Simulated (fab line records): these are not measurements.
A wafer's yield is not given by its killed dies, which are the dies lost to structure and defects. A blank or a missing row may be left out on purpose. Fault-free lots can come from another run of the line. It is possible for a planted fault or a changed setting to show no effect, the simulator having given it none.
Which tool is to blame? ; flow nand_harc ; Sampling: 11 lots, 33 wafers, 6 of 1159 route steps

## WHAT THE GAUGES SHOWED, per wafer
NHARC_P_M2_CD_MEAS_09: target cd 170 nm.
lot;measured;on;cd_nm (nm)
L392;day 6 15:31;cd_sem-01;168.4 169.6 169.5
L398;day 8 02:06;cd_sem-01;169.3 169.0 168.5
L400;day 8 11:37;cd_sem-01;166.3 165.6 167.2
L401;day 8 21:17;cd_sem-01;165.9 165.5 165.7
L406;day 10 06:19;cd_sem-01;169.7 169.6 170.8
L407;day 10 09:08;cd_sem-01;169.8 169.9 170.3
L408;day 10 11:14;cd_sem-02;170.3 169.3 170.7
L409;day 10 20:31;cd_sem-01;170.1 170.7 169.3
L411;day 11 00:05;cd_sem-03;170.4 169.1 170.2
L412;day 11 06:59;cd_sem-03;171.3 170.1 170.6
L413;day 11 13:43;cd_sem-01;170.7 169.1 170.0

NHARC_END_SORT_01.
lot;measured;on;defect_limited_yield (%);killed_at_array;killed_at_other;killed_at_periphery;killed_dies;killed_open;killed_short;sort_bin_2_pct (%);sort_bin_3_pct (%);sort_bin_4_pct (%);sort_n_pass;sort_rim_yield_pct (%);sort_yield_pct (%)
L407;day 23 11:13;prober-02;93.1 94.1 92.3;41 37 44;0 1 0;6 2 8;47 40 52;5 1 1;5 1 5;1.6 1.8 2.4;0.30 0.30 0.59;5.0 3.8 4.7;630 637 625;93.4 94.3 95.3;93.1 94.1 92.3
L408;day 23 03:21;prober-02;96.5 95.9 94.8;20 24 32;0 1 0;4 3 3;24 28 35;1 5 3;1 0 2;1.2 1.8 1.8;0.15 0.30 0.74;2.2 2.1 2.7;653 649 642;95.3 95.3 100.0;96.5 95.9 94.8
L409;day 24 01:56;prober-01;93.8 93.1 92.2;38 40 49;2 0 2;2 7 2;42 47 53;2 5 2;1 1 1;2.1 2.2 2.5;0.30 0.44 0.44;3.8 4.3 4.9;635 630 624;93.4 100.0 97.2;93.8 93.1 92.2
L411;day 24 04:46;prober-02;94.7 94.8 94.1;34 34 39;0 0 0;2 1 1;36 35 40;1 3 2;1 1 2;1.8 1.6 1.6;0.44 0 0.15;3.1 3.5 4.1;641 642 637;93.4 98.1 93.4;94.7 94.8 94.1
L412;day 24 20:56;prober-01;94.1 93.6 94.2;35 41 34;0 1 0;5 1 5;40 43 39;3 3 2;1 0 4;2.2 2.5 2.4;0.15 0.15 0.44;3.5 3.7 3.0;637 634 638;95.3 96.2 98.1;94.1 93.6 94.2

## TOOL THAT RAN EACH LOT (tool first, then ch and the chambers of the sampled wafers, then the start)
lot;NHARC_P_M1_ETCH_35;NHARC_P_M1_PVD_21;NHARC_P_M1_DEP_33;NHARC_P_M2_PEB_07
L392;rie_diel-10 ch 0,2,3, day 6 11:20;pvd_sputter-01, day 6 14:10 or earlier;pecvd-01 ch 0,2, day 6 14:10;litho_track-06 ch 0, day 6 15:26
L398;rie_diel-10 ch 0,2,3, day 7 22:13;pvd_sputter-02, day 8 00:53 or earlier;pecvd-01 ch 0,2, day 8 00:53;litho_track-06 ch 0, day 8 02:01
L400;rie_diel-09 ch 0,2,3, day 8 07:53;pvd_sputter-01, day 8 10:31 or earlier;pecvd-03 ch 1,2, day 8 10:31;litho_track-06 ch 0, day 8 11:32
L401;rie_diel-07 ch 0,1,2, day 8 17:07;pvd_sputter-01, day 8 20:01 or earlier;pecvd-03 ch 0,1,2, day 8 20:01;litho_track-06 ch 0, day 8 21:12
L406;rie_diel-10 ch 2,3, day 10 01:45;pvd_sputter-01, day 10 05:07 or earlier;pecvd-03 ch 0,1,2, day 10 05:07;litho_track-04 ch 0, day 10 06:15
L407;rie_diel-09 ch 0,1,3, day 10 05:16;pvd_sputter-01, day 10 07:54 or earlier;pecvd-01 ch 0,1,2, day 10 07:54;litho_track-01 ch 0, day 10 09:04
L408;rie_diel-07 ch 0,2,3, day 10 07:22;pvd_sputter-02, day 10 10:02 or earlier;pecvd-03 ch 1,2, day 10 10:02;litho_track-01 ch 0, day 10 11:10
L409;rie_diel-10 ch 0,1,3, day 10 16:34;pvd_sputter-01, day 10 19:17 or earlier;pecvd-04 ch 0,1,2, day 10 19:17;litho_track-01 ch 0, day 10 20:26
L411;rie_diel-10 ch 1,2,3, day 10 19:52;pvd_sputter-01, day 10 22:53 or earlier;pecvd-03 ch 0,1, day 10 22:53;litho_track-01 ch 0, day 11 00:01
L412;rie_diel-09 ch 2,3, day 11 03:05;pvd_sputter-01, day 11 05:52 or earlier;pecvd-03 ch 0,1, day 11 05:52;litho_track-04 ch 0, day 11 06:54
L413;rie_diel-09 ch 0,1,3, day 11 09:46;pvd_sputter-01, day 11 12:28 or earlier;pecvd-04 ch 0,2, day 11 12:28;litho_track-01 ch 0, day 11 13:38
- NHARC_P_M1_ETCH_35: etches the open film in N2/H2, target depth 40 nm, overetch 12 nm, time 43.94 s.
- NHARC_P_M1_PVD_21: deposits Cu, target thk 30 nm, time 20.49 s.
- NHARC_P_M1_DEP_33: deposits SiCN, target thk 30 nm.
- NHARC_P_M2_PEB_07: peb time 65 s.

## WHAT THE TOOLS THEMSELVES READ (means of the sampled wafers that have a number; where no wafer has one, the mark that the record gives instead)
NHARC_P_M1_ETCH_35.
lot;tool;drypump_motor_current_A (A);h2_flow_sccm (sccm);oes_product_au (a.u.);rf_vpp_V (V);showerhead_plenum_p_Torr (Torr);throttle_valve_pct (%)
L392;rie_diel-10;5.91;150.2;0.999;430.2;2.02;14.173
L398;rie_diel-10;5.88;149.8;1.004;430.8;2.02;14.174
L400;rie_diel-09;6.11;150.4;0.999;428.2;1.97;14.174
L401;rie_diel-07;5.79;150.0;0.990;431.7;2.08;14.170
L406;rie_diel-10;5.90;149.8;1.001;430.2;2.06;14.174
L407;rie_diel-09;5.96;150.5;1.003;428.6;1.99;14.168
L408;rie_diel-07;5.78;149.9;0.988;429.9;2.05;14.175
L409;rie_diel-10;5.69;149.9;0.997;430.1;2.01;14.177
L411;rie_diel-10;5.71;150.2;0.997;430.6;2.04;14.175
L412;rie_diel-09;6.09;150.4;1.020;427.1;1.93;14.180
L413;rie_diel-09;5.96;150.3;1.008;428.9;1.99;14.168

NHARC_P_M1_PVD_21.
lot;tool;throttle_valve_pct (%)
L392;pvd_sputter-01;29.7
L398;pvd_sputter-02;30.3
L400;pvd_sputter-01;30.0
L401;pvd_sputter-01;30.1
L406;pvd_sputter-01;30.1
L407;pvd_sputter-01;30.2
L408;pvd_sputter-02;30.4
L409;pvd_sputter-01;30.6
L411;pvd_sputter-01;29.9
L412;pvd_sputter-01;30.1
L413;pvd_sputter-01;29.9

NHARC_P_M1_DEP_33.
lot;tool;heater_power_w (W)
L392;pecvd-01;488
L398;pecvd-01;564
L400;pecvd-03;591
L401;pecvd-03;584
L406;pecvd-03;546
L407;pecvd-01;506
L408;pecvd-03;581
L409;pecvd-04;615
L411;pecvd-03;570
L412;pecvd-03;556
L413;pecvd-04;557

NHARC_P_M2_PEB_07.
lot;tool;heater_power_total_W (W);resist_line_temp_C (C)
L392;litho_track-06;157.1;22.92
L398;litho_track-06;156.6;22.97
L400;litho_track-06;163.9;23.03
L401;litho_track-06;164.4;22.97
L406;litho_track-04;156.9;22.92
L407;litho_track-01;156.6;23.02
L408;litho_track-01;156.3;23.12
L409;litho_track-01;156.9;22.99
L411;litho_track-01;156.8;23.08
L412;litho_track-04;156.8;23.09
L413;litho_track-01;156.8;22.90

## THE ANSWER, worked out from the rows above alone
Rule: usual is defined by the lots themselves. Put in order of their means at a reading, lots are off if they are a third of the lots or fewer, leave a main group of 4 or more, and stand apart from it by a gap of 3 or more times the standard deviation of the main group's means; of several such gaps the widest counts. A main group is skipped when, at the precision printed for the reading in the tables above, its means are all equal. A lot without any number at a reading at which 4 lots or more have one is off too. All remaining lots with rows at the step are treated as sound. Order of review: gauges by route order, followed by the tools' own readings, for which a lot's mean as printed above is used. The first step at which some lot is off is used, and at that step the reading that is off furthest; a lot without a number counts as furthest.
Off at NHARC_P_M2_CD_MEAS_09 (cd_nm): L400, L401. The main group has a mean of 169.9 nm with a standard deviation of 0.49.
If a tool, at a process step before that reading, ran all the lots that are off and no sound lot after the first of them, it fits. Not tried: the gauges at NHARC_P_M2_CD_MEAS_09; whatever is off there is also off at NHARC_P_M2_PEB_07, on other tools, and gauge error can't account for it. NHARC_P_M1_PVD_21 gives no start for some lots, so the hours and the order of its lots are those of NHARC_P_M1_DEP_33. One candidate fits, namely litho_track-06 at NHARC_P_M2_PEB_07. Its last sound lot is L398 (day 8 02:01), its first lot that is off L400 (day 8 11:32): a fault that began between those two fits.
The tool's own readings at NHARC_P_M2_PEB_07 bear it out: on the lots that are off they differ by more than 5 times the standard deviation of the sound lots' means. heater_power_total_W reads 164.2 W there against 156.8 W on the sound lots.

## WHAT THE SIMULATOR HAD PUT IN
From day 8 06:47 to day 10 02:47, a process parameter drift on litho_track-06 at NHARC_P_M2_PEB_07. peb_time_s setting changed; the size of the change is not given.
Struck lots among those shown: L400, L401. The same result came from the rule above.
